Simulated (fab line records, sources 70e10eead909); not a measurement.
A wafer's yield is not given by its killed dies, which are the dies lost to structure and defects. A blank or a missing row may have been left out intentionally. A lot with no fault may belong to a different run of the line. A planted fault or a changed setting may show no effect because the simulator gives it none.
fab line records	flow nand_harc
record lots=22	wafers=66	last_day=33
route steps=1302 shown A_STAIRCASE@670
lots that met no fault: from a run of the same line without faults
start_h: hours from the record's first day to the start of the lot's first wafer shown	wait_h: hours since the lot's step before	" the same as in the row above	L1.1+2: one row covering several wafers at once	- no value, or no start given	* or withheld: withheld	< > ~ a bound
route shown NAME@n: a module of which the file shows steps, and the number in the route of the first	usual: mean/standard deviation taken from wafers without a fault	same: alike in all rows	chamber/n: place in a boat	sites: each site's reading	_std_site: their standard deviation	_edge_site: inner sites' mean taken away from outer sites' mean	radius_mm: how far each site lies from the wafer's centre	mask NAME#n: copy n	behind: tool/chamber where the wafer was last shaped	hold: reason for holding the lot/hours on hold/outcome of the hold	device: the transistor (n, p or np) that didn't switch	end of line: the same wafers' tests at the end of the route	a step with no rows: only its recipe	killed: the dies lost at the first sort to structure and to defects; this is not the yield of the wafer	map: per-die view of a wafer (x killed, . not killed, _ where there is no die)
set.NAME: the setting that was run; set.NAME@STEP: the one run at that earlier step	model.NAME: the simulator's own value behind a step, which no gauge read
route steps across a sampled set of lots; one table per step, one row per wafer
services: when a tool's chamber went out of use (start_h, in hours from the record's first day, below 0 if earlier), for how many hours, and the reason
## steps
# step NHARC_A_STAIRCASE_TRIM_14
# recipe time_s=211.2	o2_flow_sccm=500	ar_flow_sccm=0	bias_w=0	chemistry=O2
# usual chamber_pressure_mTorr=60.00/0.05	drypump_motor_current_A=5.6/0.48	oes_product_au=1.003/0.0095	rf_vpp_V=57.6/0.83	showerhead_plenum_p_Torr=3.43/0.12	throttle_valve_pct=17.037/0.0091
lot.wafer	tool	chamber	start_h	wait_h	chamber_pressure_mTorr	drypump_motor_current_A	oes_product_au	rf_hours_counter_h	rf_vpp_V	showerhead_plenum_p_Torr	throttle_valve_pct
L074.1	rie_diel-01	3	-	-	59.96	6.0	1.003	39	59.0	3.42	17.029
L074.3	"	1	"	"	59.98	6.4	1.012	44	56.9	3.41	17.039
L074.4	"	2	"	"	59.93	5.2	0.979	43	57.6	3.31	17.050
L075.2	rie_diel-01	0	-	-	59.95	5.0	1.015	45	57.6	3.37	17.042
L075.3	"	1	"	"	60.00	6.4	1.022	45	57.7	3.41	17.050
L075.6	"	0	"	"	59.95	5.0	1.004	-	56.5	3.37	17.040
L076.2	rie_diel-08	1	-	-	60.04	5.8	0.989	5	56.1	3.56	17.041
L076.3	"	2	"	"	60.08	5.9	0.990	4	58.2	3.46	17.032
L076.5	"	1	"	"	60.05	5.8	0.996	-	57.4	3.56	17.030
L077.2	rie_diel-08	2	-	-	59.97	5.9	0.979	7	59.0	3.46	17.061
L077.5	"	3	"	"	59.94	5.9	0.999	-	55.1	3.47	17.041
L077.6	"	0	"	"	60.01	5.3	0.994	-	58.9	3.33	17.033
L079.1	rie_diel-01	3	-	-	60.03	6.0	0.992	3	58.1	3.41	17.031
L079.5	"	1	"	"	59.99	6.4	1.008	-	58.7	3.40	17.021
L079.6	"	2	"	"	59.91	5.2	0.993	-	57.1	3.30	17.036
L078.3	rie_diel-08	0	-	-	59.97	5.3	0.996	11	55.9	3.32	17.038
L078.2	"	1	"	"	59.96	5.8	1.004	13	56.8	3.55	17.027
L078.6	"	0	"	"	60.03	5.3	0.997	-	56.4	3.32	17.041
L080.1	rie_diel-01	2	-	-	60.01	5.2	0.996	8	57.2	3.30	17.051
L080.2	"	0	"	"	60.05	4.9	1.013	8	56.4	3.37	17.024
L080.6	"	2	"	"	60.07	5.2	0.997	-	56.9	3.30	17.040
L082.1	rie_diel-04	2	-	-	59.96	6.1	1.000	31	57.2	3.41	17.029
L082.3	"	3	"	"	60.11	5.5	0.995	32	58.9	3.59	17.040
L082.6	"	0	"	"	60.01	5.2	1.012	-	59.3	3.73	17.036
L081.1	rie_diel-01	2	-	-	59.97	5.2	1.005	12	57.3	3.30	17.039
L081.3	"	0	"	"	60.09	4.9	1.023	12	57.6	3.37	17.040
L081.6	"	2	"	"	59.97	5.2	1.007	-	56.7	3.30	17.034
L083.1	rie_diel-04	0	-	-	59.88	5.2	1.024	43	58.3	3.72	17.040
L083.5	"	3	"	"	59.96	5.5	1.010	-	56.5	3.59	17.031
L083.6	"	0	"	"	59.99	5.1	1.014	-	59.1	3.72	17.033
L084.3	rie_diel-08	2	-	-	60.02	5.9	0.993	27	58.4	3.45	17.034
L084.1	"	3	"	"	59.93	5.9	1.011	25	56.3	3.46	17.033
L084.2	"	0	"	"	60.01	5.3	1.011	28	57.4	3.32	17.033
L085.1	rie_diel-01	3	-	-	60.04	5.9	1.008	28	58.9	3.40	17.030
L085.4	"	1	"	"	60.04	6.4	1.005	31	57.7	3.39	17.024
L085.6	"	3	"	"	59.95	5.9	1.014	-	58.4	3.40	17.022
L087.1	rie_diel-01	2	-	-	60.00	5.2	1.001	35	57.6	3.29	17.047
L087.4	"	3	"	"	60.01	6.0	1.000	31	58.2	3.40	17.030
L087.2	"	0	"	"	60.12	4.9	1.021	32	57.2	3.36	17.045
L086.4	rie_diel-01	3	-	-	60.01	6.0	1.011	31	57.9	3.40	17.019
L086.2	"	2	"	"	60.07	5.2	1.004	35	57.3	3.29	17.041
L086.5	"	0	"	"	60.05	4.9	1.007	-	57.2	3.36	17.038
L088.4	rie_diel-08	0	-	-	59.97	5.3	0.999	42	58.1	3.31	17.040
L088.3	"	2	"	"	59.96	5.9	1.009	40	58.1	3.44	17.048
L088.6	"	0	"	"	60.02	5.3	1.010	-	56.4	3.31	17.032
L089.1	rie_diel-04	0	-	-	59.95	5.1	1.011	57	58.4	3.71	17.035
L089.3	"	1	"	"	59.92	5.5	1.013	57	58.0	3.44	17.037
L089.2	"	3	"	"	60.06	5.5	0.999	55	56.4	3.58	17.038
L090.1	rie_diel-04	3	-	-	60.10	5.5	1.008	60	57.6	3.58	17.019
L090.5	"	3	"	"	60.02	5.5	1.004	-	58.2	3.58	17.039
L090.6	"	0	"	"	59.97	5.2	1.004	-	58.0	3.71	17.039
L091.2	rie_diel-01	1	-	-	60.03	6.4	1.025	44	57.6	3.38	17.044
L091.5	"	2	"	"	60.02	5.2	1.002	-	58.6	3.28	17.054
L091.6	"	3	"	"	59.94	5.9	1.010	-	57.4	3.39	17.032
L093.2	rie_diel-01	1	-	-	60.02	6.4	1.007	53	57.7	3.38	17.049
L093.1	"	3	"	"	59.98	5.9	0.996	52	57.3	3.39	17.031
L093.5	"	1	"	"	60.05	6.4	1.016	-	58.5	3.38	17.036
L094.3	rie_diel-01	0	-	-	59.91	4.9	0.993	53	57.6	3.35	17.029
L094.2	"	2	"	"	59.97	5.2	0.984	55	58.3	3.28	17.038
L094.5	"	0	"	"	59.99	4.9	0.992	-	57.3	3.35	17.035
L095.3	rie_diel-01	3	-	-	60.05	6.0	1.006	4	57.8	3.38	17.050
L095.2	"	0	"	"	60.04	4.9	1.009	2	56.5	3.34	17.033
L095.1	"	2	"	"	59.96	5.2	0.999	4	57.0	3.81	17.047
L097.4	rie_diel-04	2	-	-	59.95	6.2	0.995	15	56.8	3.38	17.045
L097.2	"	3	"	"	60.03	5.5	1.004	16	57.8	3.56	17.035
L097.6	"	1	"	"	59.94	5.5	1.011	-	57.0	3.42	17.038
# step NHARC_A_STAIRCASE_TRIM_22
# recipe time_s=211.2	o2_flow_sccm=500	ar_flow_sccm=0	bias_w=0	chemistry=O2
# usual chamber_pressure_mTorr=60.00/0.059	drypump_motor_current_A=5.6/0.44	oes_product_au=1.002/0.01	rf_vpp_V=57.6/0.91	showerhead_plenum_p_Torr=3.43/0.1	throttle_valve_pct=17.037/0.0083
lot.wafer	tool	chamber	start_h	wait_h	chamber_pressure_mTorr	drypump_motor_current_A	oes_product_au	rf_hours_counter_h	rf_vpp_V	showerhead_plenum_p_Torr	throttle_valve_pct
L074.1	rie_diel-01	0	-	-	59.99	4.9	1.009	44	58.4	3.37	17.037
L074.3	"	1	"	"	59.93	6.4	1.004	45	56.9	3.41	17.046
L074.4	"	2	"	"	60.12	5.2	0.978	44	57.6	3.31	17.040
L075.3	rie_diel-08	2	-	-	59.96	5.9	0.976	1	58.9	3.46	17.034
L075.2	"	3	"	"	60.04	5.9	0.995	1	59.3	3.47	17.035
L075.6	"	2	"	"	60.05	5.9	0.982	-	57.1	3.46	17.030
L076.3	rie_diel-08	2	-	-	59.91	5.9	0.985	5	56.9	3.46	17.044
L076.2	"	1	"	"	59.90	5.8	1.000	5	59.5	3.56	17.048
L076.5	"	3	"	"	59.97	5.9	0.993	-	58.8	3.47	17.021
L077.2	rie_diel-04	0	-	-	59.91	5.1	1.012	19	58.0	3.74	17.046
L077.5	"	1	"	"	59.90	5.5	1.010	-	58.0	3.46	17.034
L077.6	"	2	"	"	60.12	6.1	0.980	-	56.6	3.42	17.040
L079.1	rie_diel-01	3	-	-	60.04	6.0	0.988	4	57.1	3.41	17.037
L079.5	"	0	"	"	59.94	4.9	1.016	-	57.7	3.37	17.028
L079.6	"	1	"	"	60.01	6.4	1.013	-	56.8	3.40	17.038
L078.3	rie_diel-01	2	-	-	60.03	5.2	0.998	7	55.3	3.30	17.028
L078.2	"	3	"	"	60.03	6.0	1.001	7	57.4	3.41	17.027
L078.6	"	0	"	"	60.02	4.9	1.022	-	58.0	3.37	17.041
L080.2	rie_diel-01	1	-	-	60.04	6.4	1.012	9	56.8	3.40	17.038
L080.1	"	0	"	"	60.03	4.9	1.020	9	58.6	3.37	17.043
L080.6	"	1	"	"	60.10	6.4	1.012	-	57.7	3.40	17.044
L082.3	rie_diel-08	3	-	-	60.00	5.8	0.998	14	58.2	3.46	17.043
L082.1	"	2	"	"	60.03	5.9	0.996	17	57.7	3.46	17.055
L082.6	"	3	"	"	60.05	5.8	0.994	-	58.0	3.46	17.037
L081.3	rie_diel-01	2	-	-	60.15	5.2	1.000	12	59.1	3.30	17.035
L081.1	"	3	"	"	60.03	6.0	0.995	10	57.8	3.41	17.032
L081.6	"	3	"	"	60.06	6.0	1.003	-	56.7	3.41	17.034
L083.1	rie_diel-04	0	-	-	59.99	5.2	1.018	43	59.0	3.72	17.051
L083.6	"	1	"	"	59.94	5.5	1.008	-	56.4	3.45	17.040
L083.5	"	2	"	"	59.99	6.1	0.993	-	57.1	3.40	17.037
L084.2	rie_diel-08	2	-	-	59.98	5.9	0.994	28	57.6	3.45	17.033
L084.3	"	3	"	"	60.00	5.9	0.999	26	57.8	3.46	17.040
L084.1	"	1	"	"	60.03	5.8	0.993	30	57.1	3.54	17.024
L085.1	rie_diel-08	1	-	-	60.11	5.8	1.005	35	58.6	3.54	17.045
L085.4	"	2	"	"	60.06	5.9	0.987	35	57.9	3.45	17.036
L085.6	"	0	"	"	60.15	5.3	0.998	-	58.1	3.31	17.039
L087.1	rie_diel-08	3	-	-	60.12	5.9	0.996	39	56.5	3.45	17.023
L087.2	"	0	"	"	59.98	5.3	1.008	40	57.4	3.31	17.036
L087.4	"	1	"	"	60.01	5.8	1.008	40	59.9	3.54	17.029
L086.4	rie_diel-04	0	-	-	59.97	5.1	1.002	55	57.4	3.71	17.033
L086.2	"	1	"	"	59.99	5.5	1.002	56	59.6	3.44	17.038
L086.5	"	2	"	"	59.98	6.1	0.981	-	56.7	3.40	17.040
L088.3	rie_diel-01	0	-	-	59.97	5.0	1.006	34	56.5	3.36	17.034
L088.4	"	3	"	"	60.05	6.0	1.000	33	56.3	3.40	17.032
L088.6	"	1	"	"	60.03	6.4	1.021	-	57.2	3.39	17.029
L089.3	rie_diel-04	3	-	-	59.96	5.4	0.997	56	59.0	3.58	17.044
L089.2	"	0	"	"	60.01	5.1	1.010	58	57.9	3.71	17.025
L089.1	"	2	"	"	60.05	6.1	0.979	57	57.6	3.40	17.031
L090.1	rie_diel-08	2	-	-	60.03	5.9	0.991	44	57.2	3.44	17.032
L090.6	"	0	"	"	59.98	5.3	1.003	-	57.4	3.30	17.048
L090.5	"	1	"	"	60.08	5.8	1.014	-	57.3	3.53	17.051
L091.2	rie_diel-01	3	-	-	59.98	5.9	1.006	42	57.9	3.39	17.044
L091.6	"	0	"	"	59.84	4.9	1.017	-	57.3	3.35	17.033
L091.5	"	1	"	"	59.94	6.4	1.017	-	58.7	3.38	17.017
L093.1	rie_diel-01	3	-	-	60.08	5.9	0.998	52	56.2	3.39	17.045
L093.2	"	1	"	"	60.03	6.4	1.005	54	56.6	3.38	17.033
L093.5	"	0	"	"	60.03	4.9	1.000	-	58.1	3.35	17.046
L094.3	rie_diel-04	1	-	-	60.01	5.5	1.016	3	58.1	3.43	17.046
L094.2	"	2	"	"	59.97	6.1	1.000	3	56.5	3.39	17.035
L094.5	"	3	"	"	60.02	5.5	1.011	-	59.0	3.57	17.036
L095.2	rie_diel-08	0	-	-	60.02	5.3	1.003	10	57.8	3.29	17.028
L095.3	"	1	"	"	60.00	5.8	0.991	10	57.8	3.52	17.040
L095.1	"	3	"	"	59.95	5.9	0.987	0	56.2	3.44	17.054
L097.2	rie_diel-08	1	-	-	59.92	5.8	1.009	16	58.0	3.51	17.040
L097.6	"	3	"	"	59.99	5.9	0.988	-	57.8	3.43	17.030
L097.4	"	0	"	"	60.00	5.3	1.003	-	55.9	3.29	17.029
# step NHARC_A_STAIRCASE_ETCH_23
# recipe target_depth_a=1000	time_s=40.5	ion_energy_ev=400	c4f8_flow_sccm=20	o2_flow_sccm=10	ar_flow_sccm=withheld	rf_w=600	bias_w=1000	chemistry=C4F8/O2
# usual chamber_pressure_mTorr=24.996/0.024	oes_product_au=0.946/0.014	rf_vpp_V=892/4.1
lot.wafer	tool	chamber	start_h	wait_h	chamber_pressure_mTorr	oes_product_au	rf_hours_counter_h	rf_vpp_V
L074.4	rie_diel-01	1	-	-	25.015	0.968	45	891
L074.1	"	2	"	"	24.975	0.936	44	887
L074.3	"	0	"	"	24.962	0.948	44	890
L075.3	rie_diel-08	0	-	-	25.015	0.966	1	888
L075.2	"	3	"	"	25.000	0.962	1	894
L075.6	"	0	"	"	24.976	0.969	-	888
L076.2	rie_diel-08	1	-	-	24.972	0.940	6	898
L076.3	"	3	"	"	24.960	0.928	4	893
L076.5	"	1	"	"	24.985	0.936	-	897
L077.2	rie_diel-04	0	-	-	25.038	0.955	19	904
L077.5	"	0	"	"	25.016	0.946	-	904
L077.6	"	1	"	"	24.999	0.941	-	895
L079.1	rie_diel-01	2	-	-	24.994	0.948	4	887
L079.5	"	0	"	"	24.956	0.949	-	889
L079.6	"	1	"	"	24.988	0.955	-	892
L078.3	rie_diel-01	2	-	-	24.986	0.939	7	887
L078.2	"	0	"	"	24.997	0.946	7	889
L078.6	"	2	"	"	25.040	0.943	-	888
L080.2	rie_diel-01	1	-	-	25.010	0.954	9	892
L080.1	"	3	"	"	25.021	0.982	7	892
L080.6	"	0	"	"	25.009	0.946	-	890
L082.3	rie_diel-08	3	-	-	24.996	0.956	14	895
L082.1	"	1	"	"	24.966	0.945	18	897
L082.6	"	3	"	"	25.010	0.944	-	893
L081.3	rie_diel-01	1	-	-	24.950	0.964	13	890
L081.1	"	3	"	"	25.020	0.947	10	890
L081.6	"	0	"	"	25.016	0.973	-	890
L083.1	rie_diel-04	3	-	-	24.994	0.967	42	898
L083.6	"	2	"	"	24.963	0.928	-	890
L083.5	"	3	"	"	25.041	0.945	-	898
L084.1	rie_diel-08	0	-	-	25.031	0.942	29	888
L084.2	"	2	"	"	24.977	0.935	28	892
L084.3	"	3	"	"	24.959	0.929	26	894
L085.1	rie_diel-08	3	-	-	25.003	0.941	33	893
L085.4	"	0	"	"	24.975	0.957	34	887
L085.6	"	1	"	"	24.996	0.951	-	897
L087.2	rie_diel-08	2	-	-	24.958	0.973	38	893
L087.4	"	0	"	"	24.982	0.954	40	887
L087.1	"	1	"	"	25.016	0.975	40	896
L086.4	rie_diel-04	3	-	-	25.034	0.949	54	899
L086.2	"	1	"	"	24.991	0.968	56	892
L086.5	"	2	"	"	24.972	0.937	-	892
L088.3	rie_diel-01	0	-	-	25.022	0.961	34	888
L088.4	"	3	"	"	25.011	0.959	33	891
L088.6	"	0	"	"	24.957	0.974	-	890
L089.1	rie_diel-04	3	-	-	24.977	0.941	56	898
L089.3	"	0	"	"	24.979	0.945	58	903
L089.2	"	2	"	"	25.024	0.917	57	891
L090.1	rie_diel-08	3	-	-	24.978	0.941	44	893
L090.6	"	0	"	"	25.023	0.952	-	886
L090.5	"	1	"	"	25.002	0.950	-	896
L091.2	rie_diel-01	0	-	-	24.989	0.947	43	889
L091.5	"	3	"	"	25.018	0.947	-	890
L091.6	"	0	"	"	24.997	0.939	-	889
L093.2	rie_diel-01	3	-	-	24.982	0.923	52	892
L093.1	"	1	"	"	24.990	0.936	54	891
L093.5	"	0	"	"	24.989	0.932	-	889
L094.3	rie_diel-04	0	-	-	25.009	0.940	4	902
L094.2	"	3	"	"	25.000	0.937	4	896
L094.5	"	0	"	"	24.992	0.934	-	902
L095.1	rie_diel-08	0	-	-	25.004	0.940	10	888
L095.2	"	1	"	"	24.985	0.938	10	895
L095.3	"	3	"	"	25.007	0.933	1	893
L097.2	rie_diel-08	1	-	-	24.957	0.945	17	897
L097.4	"	3	"	"	24.999	0.937	-	893
L097.6	"	1	"	"	24.966	0.932	-	894
# step NHARC_A_STAIRCASE_ETCH_188
# recipe target_depth_a=1000	time_s=40.5	ion_energy_ev=400	c4f8_flow_sccm=20	o2_flow_sccm=10	ar_flow_sccm=withheld	rf_w=600	bias_w=1000	chemistry=C4F8/O2
# usual chamber_pressure_mTorr=25.000/0.023	oes_product_au=0.940/0.013	rf_vpp_V=893/4.2
lot.wafer	tool	chamber	start_h	wait_h	chamber_pressure_mTorr	oes_product_au	rf_hours_counter_h	rf_vpp_V
L074.3	rie_diel-01	0	-	-	24.976	0.939	45	891
L074.4	"	2	"	"	25.006	0.932	44	887
L074.1	"	3	"	"	24.970	0.944	41	891
L075.3	rie_diel-04	3	-	-	25.020	0.929	13	899
L075.2	"	2	"	"	25.010	0.923	13	892
L075.6	"	0	"	"	24.981	0.943	-	903
L076.2	rie_diel-08	2	-	-	24.942	0.926	6	893
L076.3	"	3	"	"	24.994	0.933	6	894
L076.5	"	2	"	"	25.056	0.923	-	894
L077.2	rie_diel-08	3	-	-	24.982	0.953	7	894
L077.6	"	0	"	"	25.004	0.945	-	888
L077.5	"	1	"	"	24.992	0.940	-	895
L079.1	rie_diel-01	3	-	-	25.035	0.936	4	892
L079.5	"	1	"	"	24.988	0.950	-	893
L079.6	"	2	"	"	25.002	0.938	-	888
L078.3	rie_diel-01	0	-	-	24.969	0.941	8	891
L078.2	"	2	"	"	24.970	0.936	8	888
L078.6	"	0	"	"	24.956	0.949	-	890
L080.2	rie_diel-08	3	-	-	24.969	0.960	13	894
L080.1	"	2	"	"	24.993	0.953	15	893
L080.6	"	3	"	"	24.975	0.955	-	895
L082.1	rie_diel-04	3	-	-	25.003	0.949	33	898
L082.3	"	0	"	"	25.017	0.964	33	904
L082.6	"	2	"	"	25.012	0.937	-	890
L081.3	rie_diel-08	3	-	-	25.004	0.937	16	894
L081.1	"	1	"	"	25.024	0.944	21	897
L081.6	"	0	"	"	25.015	0.942	-	889
L083.1	rie_diel-08	1	-	-	25.041	0.924	30	897
L083.6	"	1	"	"	24.987	0.927	-	896
L083.5	"	2	"	"	24.988	0.924	-	893
L084.1	rie_diel-08	3	-	-	24.962	0.933	27	893
L084.3	"	0	"	"	25.028	0.946	30	888
L084.2	"	1	"	"	24.971	0.960	32	896
L085.1	rie_diel-08	0	-	-	24.994	0.937	35	889
L085.4	"	1	"	"	25.004	0.930	36	896
L085.6	"	0	"	"	25.024	0.928	-	887
L087.4	rie_diel-04	0	-	-	24.999	0.958	56	904
L087.1	"	2	"	"	24.975	0.944	54	891
L087.2	"	3	"	"	24.984	0.942	54	897
L086.4	rie_diel-08	0	-	-	25.024	0.937	41	886
L086.2	"	1	"	"	25.001	0.927	41	896
L086.5	"	1	"	"	25.028	0.936	-	897
L088.3	rie_diel-04	2	-	-	25.000	0.939	56	891
L088.4	"	3	"	"	25.024	0.938	56	897
L088.6	"	3	"	"	25.042	0.928	-	897
L089.2	rie_diel-01	3	-	-	24.994	0.958	34	890
L089.1	"	1	"	"	25.020	0.961	38	890
L089.3	"	2	"	"	24.948	0.954	38	887
L090.1	rie_diel-01	0	-	-	24.969	0.942	38	890
L090.6	"	0	"	"	24.953	0.938	-	890
L090.5	"	1	"	"	25.057	0.946	-	890
L091.2	rie_diel-01	3	-	-	25.048	0.928	43	891
L091.6	"	1	"	"	25.021	0.976	-	891
L091.5	"	2	"	"	24.987	0.951	-	886
L093.2	rie_diel-01	3	-	-	25.031	0.929	53	890
L093.1	"	0	"	"	24.985	0.929	54	890
L093.5	"	2	"	"	25.000	0.931	-	886
L094.2	rie_diel-01	2	-	-	25.028	0.947	57	887
L094.3	"	3	"	"	24.973	0.941	55	890
L094.5	"	2	"	"	25.014	0.935	-	886
L095.1	rie_diel-04	0	-	-	24.991	0.951	14	904
L095.3	"	2	"	"	25.030	0.930	12	892
L095.2	"	3	"	"	25.022	0.941	13	898
L097.4	rie_diel-04	2	-	-	24.994	0.929	16	891
L097.2	"	0	"	"	25.013	0.940	17	904
L097.6	"	2	"	"	25.009	0.915	-	890
# step NHARC_A_STAIRCASE_ETCH_194
# recipe target_depth_a=1000	time_s=40.5	ion_energy_ev=400	c4f8_flow_sccm=20	o2_flow_sccm=10	ar_flow_sccm=withheld	rf_w=600	bias_w=1000	chemistry=C4F8/O2
# usual chamber_pressure_mTorr=25.002/0.022	oes_product_au=0.946/0.013	rf_vpp_V=893/4.4
lot.wafer	tool	chamber	start_h	wait_h	chamber_pressure_mTorr	oes_product_au	rf_hours_counter_h	rf_vpp_V
L074.4	rie_diel-01	3	-	-	25.005	0.950	41	894
L074.1	"	0	"	"	25.009	0.937	46	890
L074.3	"	1	"	"	25.025	0.956	46	892
L075.2	rie_diel-04	3	-	-	24.986	0.930	14	898
L075.3	"	2	"	"	24.966	0.934	14	892
L075.6	"	3	"	"	25.017	0.931	-	898
L076.3	rie_diel-08	1	-	-	24.961	0.951	8	898
L076.2	"	3	"	"	25.006	0.933	6	895
L076.5	"	2	"	"	25.018	0.939	-	893
L077.2	rie_diel-08	0	-	-	25.009	0.934	8	889
L077.6	"	0	"	"	25.038	0.931	-	888
L077.5	"	1	"	"	24.979	0.946	-	895
L079.1	rie_diel-01	1	-	-	25.005	0.962	4	891
L079.5	"	3	"	"	24.993	0.945	-	893
L079.6	"	0	"	"	25.001	0.965	-	891
L078.2	rie_diel-01	3	-	-	25.018	0.950	7	890
L078.3	"	1	"	"	24.981	0.959	10	890
L078.6	"	0	"	"	24.992	0.967	-	891
L080.1	rie_diel-08	1	-	-	24.993	0.939	16	896
L080.2	"	2	"	"	25.037	0.933	16	892
L080.6	"	0	"	"	24.969	0.959	-	886
L082.1	rie_diel-04	0	-	-	25.030	0.967	33	904
L082.3	"	1	"	"	24.991	0.955	32	892
L082.6	"	3	"	"	25.013	0.948	-	897
L081.1	rie_diel-08	2	-	-	24.986	0.941	20	894
L081.3	"	3	"	"	25.015	0.942	17	891
L081.6	"	1	"	"	25.035	0.947	-	897
L083.1	rie_diel-08	0	-	-	25.020	0.933	29	888
L083.5	"	2	"	"	24.992	0.929	-	893
L083.6	"	3	"	"	24.985	0.935	-	894
L084.3	rie_diel-08	2	-	-	25.039	0.946	29	892
L084.2	"	3	"	"	25.005	0.947	28	893
L084.1	"	0	"	"	24.981	0.939	31	887
L085.4	rie_diel-08	2	-	-	25.014	0.935	35	893
L085.1	"	3	"	"	24.988	0.945	34	893
L085.6	"	0	"	"	25.020	0.950	-	889
L087.4	rie_diel-04	1	-	-	24.968	0.950	56	893
L087.1	"	2	"	"	25.018	0.938	55	891
L087.2	"	3	"	"	25.025	0.951	54	899
L086.2	rie_diel-08	1	-	-	24.992	0.950	41	896
L086.4	"	2	"	"	25.016	0.949	40	892
L086.5	"	0	"	"	25.028	0.963	-	889
L088.4	rie_diel-04	0	-	-	25.004	0.949	58	902
L088.3	"	1	"	"	24.997	0.943	58	893
L088.6	"	0	"	"	24.957	0.946	-	901
L089.1	rie_diel-01	2	-	-	25.031	0.943	39	887
L089.3	"	3	"	"	24.995	0.963	35	891
L089.2	"	1	"	"	25.006	0.946	39	891
L090.1	rie_diel-01	3	-	-	24.975	0.937	38	891
L090.5	"	2	"	"	24.977	0.932	-	887
L090.6	"	3	"	"	24.994	0.947	-	891
L091.2	rie_diel-01	3	-	-	25.022	0.935	43	891
L091.5	"	1	"	"	25.018	0.965	-	891
L091.6	"	2	"	"	25.004	0.953	-	888
L093.1	rie_diel-01	3	-	-	24.985	0.945	54	891
L093.2	"	0	"	"	25.004	0.934	55	891
L093.5	"	3	"	"	24.984	0.941	-	891
L094.2	rie_diel-01	3	-	-	24.998	0.947	55	891
L094.3	"	1	"	"	24.992	0.956	57	892
L094.5	"	3	"	"	25.039	0.933	-	891
L095.2	rie_diel-04	1	-	-	25.003	0.980	13	891
L095.3	"	2	"	"	25.060	0.953	13	891
L095.1	"	3	"	"	24.989	0.954	14	898
L097.4	rie_diel-04	3	-	-	24.987	0.952	18	897
L097.2	"	1	"	"	25.027	0.955	17	890
L097.6	"	3	"	"	24.958	0.946	-	897
# step NHARC_A_STAIRCASE_ETCH_203
# recipe target_depth_a=1000	time_s=40.5	ion_energy_ev=400	c4f8_flow_sccm=20	o2_flow_sccm=10	ar_flow_sccm=withheld	rf_w=600	bias_w=1000	chemistry=C4F8/O2
# usual chamber_pressure_mTorr=25.003/0.019	oes_product_au=0.947/0.014	rf_vpp_V=893/4.5
lot.wafer	tool	chamber	start_h	wait_h	chamber_pressure_mTorr	oes_product_au	rf_hours_counter_h	rf_vpp_V
L074.1	rie_diel-08	1	380.98	-	24.989	0.990	1	897
L074.4	"	3	"	"	24.994	0.995	1	894
L074.3	"	0	"	"	24.983	0.997	1	888
L075.2	rie_diel-08	2	-	-	24.995	0.932	4	894
L075.3	"	3	"	"	24.996	0.937	4	894
L075.6	"	0	"	"	25.016	0.939	-	887
L076.3	rie_diel-04	2	-	-	25.035	0.939	19	891
L076.2	"	1	"	"	25.008	0.926	19	893
L076.5	"	3	"	"	25.038	0.948	-	899
L077.2	rie_diel-08	2	-	-	25.030	0.924	9	893
L077.6	"	1	"	"	25.016	0.934	-	897
L077.5	"	2	"	"	24.989	0.915	-	895
L079.1	rie_diel-08	0	-	-	25.013	0.942	9	890
L079.5	"	1	"	"	25.004	0.932	-	898
L079.6	"	2	"	"	24.990	0.921	-	894
L078.2	rie_diel-04	2	-	-	25.025	0.927	30	892
L078.3	"	0	"	"	25.026	0.948	31	904
L078.6	"	1	"	"	25.020	0.947	-	894
L080.2	rie_diel-01	1	-	-	25.012	0.935	11	891
L080.1	"	3	"	"	25.030	0.943	8	892
L080.6	"	1	"	"	25.035	0.958	-	891
L082.3	rie_diel-04	1	-	-	25.017	0.949	33	895
L082.1	"	2	"	"	25.024	0.930	33	891
L082.6	"	0	"	"	24.993	0.962	-	902
L081.1	rie_diel-04	1	-	-	25.004	0.944	35	894
L081.3	"	3	"	"	24.982	0.930	35	899
L081.6	"	0	"	"	25.043	0.944	-	904
L083.1	rie_diel-08	3	-	-	25.019	0.956	27	895
L083.5	"	3	"	"	25.023	0.954	-	894
L083.6	"	0	"	"	25.041	0.960	-	887
L084.2	rie_diel-08	1	-	-	24.980	0.940	33	896
L084.1	"	3	"	"	24.997	0.943	29	894
L084.3	"	0	"	"	25.013	0.948	32	887
L085.4	rie_diel-08	0	-	-	24.995	0.964	35	888
L085.1	"	3	"	"	25.004	0.942	34	894
L085.6	"	0	"	"	25.020	0.954	-	890
L087.4	rie_diel-01	2	-	-	24.963	0.953	37	887
L087.2	"	3	"	"	25.003	0.948	33	890
L087.1	"	0	"	"	25.020	0.961	34	891
L086.4	rie_diel-04	1	-	-	24.987	0.966	57	893
L086.2	"	2	"	"	24.998	0.942	55	890
L086.5	"	0	"	"	24.983	0.950	-	903
L088.3	rie_diel-08	2	-	-	25.012	0.936	41	892
L088.4	"	3	"	"	25.009	0.937	42	892
L088.6	"	0	"	"	24.967	0.945	-	889
L089.2	rie_diel-01	0	-	-	25.003	0.940	37	890
L089.3	"	2	"	"	25.009	0.944	40	888
L089.1	"	3	"	"	25.003	0.946	36	891
L090.1	rie_diel-04	2	-	-	25.010	0.927	61	891
L090.5	"	0	"	"	25.033	0.963	-	904
L090.6	"	1	"	"	24.994	0.950	-	893
L091.2	rie_diel-01	1	-	-	25.004	0.957	48	892
L091.6	"	3	"	"	25.012	0.945	-	892
L091.5	"	0	"	"	24.998	0.936	-	889
L093.2	rie_diel-01	1	-	-	24.995	0.957	56	890
L093.1	"	0	"	"	24.973	0.960	55	888
L093.5	"	2	"	"	25.002	0.935	-	886
L094.2	rie_diel-01	3	-	-	25.012	0.939	56	890
L094.3	"	0	"	"	24.993	0.952	56	888
L094.5	"	2	"	"	25.000	0.939	-	886
L095.1	rie_diel-04	2	-	-	24.988	0.938	13	891
L095.3	"	0	"	"	25.010	0.959	15	902
L095.2	"	1	"	"	24.989	0.961	14	892
L097.4	rie_diel-04	0	-	-	25.019	0.946	19	901
L097.2	"	1	"	"	24.967	0.977	17	893
L097.6	"	3	"	"	25.020	0.943	-	896
## services
tool	chamber	start_h	hours	kind
rie_diel-04	-	354.92	9.0	pm
rie_diel-01	0	359.85	-	clean
rie_diel-01	1	359.85	-	clean
rie_diel-01	2	359.85	-	clean
rie_diel-01	3	359.85	-	clean
rie_diel-08	-	368.04	9.0	pm
rie_diel-01	-	380.91	9.0	pm
rie_diel-01	0	380.91	9.0	vent_cycle
rie_diel-01	1	380.91	9.0	vent_cycle
rie_diel-01	2	380.91	9.0	vent_cycle
rie_diel-01	3	380.91	9.0	vent_cycle
rie_diel-01	0	389.91	-	clean
rie_diel-01	1	389.91	-	clean
rie_diel-01	2	389.91	-	clean
rie_diel-01	3	389.91	-	clean
rie_diel-01	0	414.41	-	clean
rie_diel-01	3	415.92	2.4	repair
rie_diel-04	-	532.03	9.0	pm
rie_diel-08	3	538.83	31.0	repair
rie_diel-08	-	545.11	9.0	pm
rie_diel-04	-	557.25	0.3	repair
rie_diel-01	-	557.91	9.0	pm
rie_diel-08	2	560.10	45.4	repair
rie_diel-01	2	588.88	10.9	repair
## key
fault none
